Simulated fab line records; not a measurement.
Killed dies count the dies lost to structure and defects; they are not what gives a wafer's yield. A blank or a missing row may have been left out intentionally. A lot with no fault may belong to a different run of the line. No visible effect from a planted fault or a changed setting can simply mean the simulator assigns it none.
Matching of chambers    flow n5Finfet    N5_BEOL_M0_SAQP_PECVD_96 on pecvd-04: 3 sister chambers
The step deposits a-Si from SiH4/He, target thk 45 nm, time 45.2 s. 16 wafers are shown with their chamber, then 8 later ones without.

WAFERS WITH THEIR CHAMBER
wafer   chamber  showerheadPlenumPTorr (Torr)  throttleValvePct (%)  heaterPowerW (W)
L074.2  1        5.70                          17.7                  708
L074.5  0        5.65                          18.7                  552
L074.6  1        5.69                          17.7                  715
L081.1  2        5.70                          16.9                  644
L081.4  2        5.70                          16.8                  652
L081.6  1        5.70                          17.8                  809
L087.2  2        5.70                          17.1                  659
L087.5  1        5.69                          17.7                  766
L087.6  2        5.70                          16.9                  662
L088.2  1        5.70                          17.9                  818
L088.3  0        5.65                          18.8                  542
L088.5  1        5.70                          17.6                  845
L090.1  1        5.71                          17.7                  751
L090.3  0        5.65                          18.9                  617
L090.6  1        5.70                          17.8                  749
L093.1  2        5.70                          17.1                  660

SIGNATURES (means of the wafers above)
reading                chamber 0  chamber 1  chamber 2  scatter within a chamber
showerheadPlenumPTorr  5.6500     5.6988     5.7000     0.0047
throttleValvePct       18.800     17.738     16.960     0.108
heaterPowerW           570.33     770.12     655.40     39.9
Rule: for each reading, subtract the chamber's mean from the wafer's reading, divide by that reading's scatter and square the result; add these up over the readings and take the root, which gives the wafer's distance from the chamber. If the next closest chamber is less than 2 further off than the closest, the wafer can't be placed; otherwise it belongs to the closest. The scatter: the root of (the sum of the squares of (reading less its chamber's mean) over the shown wafers, divided by (wafers less chambers)).

WAFERS WHOSE CHAMBER IS MISSING
wafer   showerheadPlenumPTorr (Torr)  throttleValvePct (%)  heaterPowerW (W)
L093.4  5.65                          18.5                  615
L093.5  5.71                          16.9                  663
L094.2  5.63                          18.7                  590
L094.3  5.63                          18.9                  592
L094.4  5.70                          17.0                  745
L097.1  5.65                          18.7                  575
L097.4  5.69                          17.1                  737
L097.5  5.68                          17.6                  791

THE CHAMBER EACH PASSED THROUGH
wafer   from the rows above  in truth
L093.4  0                    0
L093.5  2                    2
L094.2  0                    0
L094.3  0                    0
L094.4  2                    2
L097.1  0                    0
L097.4  2                    2
L097.5  1                    1
Placed correctly: 8 of 8. From these rows, 0 cannot be placed. 0 placed wrongly.
